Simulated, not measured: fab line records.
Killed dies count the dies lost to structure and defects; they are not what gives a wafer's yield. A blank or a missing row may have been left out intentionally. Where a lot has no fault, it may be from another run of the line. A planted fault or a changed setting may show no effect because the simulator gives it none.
Chamber matching / flow n5 finfet / N5_BEOL_M13_ETCH_59 on rie diel-06 has 4 sister chambers
The step etches BARC in N2/H2, target depth 89 nm, overetch 26.7 nm, time 67.9 s. 14 wafers are shown with their chamber, then 7 later ones without.

== WAFERS, EACH WITH ITS CHAMBER ==
wafer=L075.1; chamber=2; drypump motor current A (A)=5.44; showerhead plenum p Torr (Torr)=2.64; throttle valve pct (%)=17.91
wafer=L075.2; chamber=1; drypump motor current A (A)=5.29; showerhead plenum p Torr (Torr)=2.50; throttle valve pct (%)=18.05
wafer=L075.3; chamber=3; drypump motor current A (A)=5.90; showerhead plenum p Torr (Torr)=2.67; throttle valve pct (%)=17.42
wafer=L082.1; chamber=0; drypump motor current A (A)=5.78; showerhead plenum p Torr (Torr)=2.51; throttle valve pct (%)=17.74
wafer=L082.2; chamber=2; drypump motor current A (A)=5.45; showerhead plenum p Torr (Torr)=2.63; throttle valve pct (%)=17.94
wafer=L082.6; chamber=0; drypump motor current A (A)=5.79; showerhead plenum p Torr (Torr)=2.51; throttle valve pct (%)=17.74
wafer=L087.1; chamber=0; drypump motor current A (A)=5.76; showerhead plenum p Torr (Torr)=2.50; throttle valve pct (%)=17.74
wafer=L087.5; chamber=0; drypump motor current A (A)=5.75; showerhead plenum p Torr (Torr)=2.50; throttle valve pct (%)=17.74
wafer=L087.6; chamber=3; drypump motor current A (A)=5.89; showerhead plenum p Torr (Torr)=2.66; throttle valve pct (%)=17.48
wafer=L089.1; chamber=2; drypump motor current A (A)=5.44; showerhead plenum p Torr (Torr)=2.63; throttle valve pct (%)=17.97
wafer=L089.3; chamber=1; drypump motor current A (A)=5.30; showerhead plenum p Torr (Torr)=2.50; throttle valve pct (%)=18.08
wafer=L089.4; chamber=0; drypump motor current A (A)=5.81; showerhead plenum p Torr (Torr)=2.50; throttle valve pct (%)=17.73
wafer=L090.3; chamber=2; drypump motor current A (A)=5.45; showerhead plenum p Torr (Torr)=2.63; throttle valve pct (%)=17.95
wafer=L090.5; chamber=2; drypump motor current A (A)=5.45; showerhead plenum p Torr (Torr)=2.63; throttle valve pct (%)=17.96

SIGNATURES (averages over the wafers above)
reading=drypump motor current A; chamber 0=5.7780; chamber 1=5.2950; chamber 2=5.4460; chamber 3=5.8950; scatter within a chamber=0.0158
reading=showerhead plenum p Torr; chamber 0=2.5040; chamber 1=2.5000; chamber 2=2.6320; chamber 3=2.6650; scatter within a chamber=0.005
reading=throttle valve pct; chamber 0=17.7380; chamber 1=18.0650; chamber 2=17.9460; chamber 3=17.4500; scatter within a chamber=0.0211
Rule: distance of a wafer from a chamber = root of the sum over the readings of ((wafer's reading minus chamber's mean) / reading's scatter) squared. If the next closest chamber is less than 2 further off than the closest, the wafer can't be placed; otherwise it belongs to the closest. The scatter: take each reading less its chamber's mean, square it, sum over the shown wafers, divide by the number of wafers less the number of chambers, and take the root.

== WAFERS WITHOUT THEIR CHAMBER ==
wafer=L090.6; drypump motor current A (A)=5.81; showerhead plenum p Torr (Torr)=2.50; throttle valve pct (%)=17.77
wafer=L093.1; drypump motor current A (A)=5.80; showerhead plenum p Torr (Torr)=2.50; throttle valve pct (%)=17.76
wafer=L093.4; drypump motor current A (A)=5.90; showerhead plenum p Torr (Torr)=2.66; throttle valve pct (%)=17.50
wafer=L093.6; drypump motor current A (A)=5.43; showerhead plenum p Torr (Torr)=2.62; throttle valve pct (%)=17.96
wafer=L096.1; drypump motor current A (A)=5.33; showerhead plenum p Torr (Torr)=2.49; throttle valve pct (%)=17.65
wafer=L096.4; drypump motor current A (A)=5.79; showerhead plenum p Torr (Torr)=2.50; throttle valve pct (%)=17.77
wafer=L096.6; drypump motor current A (A)=5.31; showerhead plenum p Torr (Torr)=2.49; throttle valve pct (%)=17.65

== CHAMBER TAKEN BY EACH ==
wafer=L090.6; from the rows above=0; in truth=0
wafer=L093.1; from the rows above=0; in truth=0
wafer=L093.4; from the rows above=3; in truth=3
wafer=L093.6; from the rows above=2; in truth=2
wafer=L096.1; from the rows above=1; in truth=1
wafer=L096.4; from the rows above=0; in truth=0
wafer=L096.6; from the rows above=1; in truth=1
7 of 7 placed correctly. Not placeable from these rows: 0. Placed wrongly: 0.
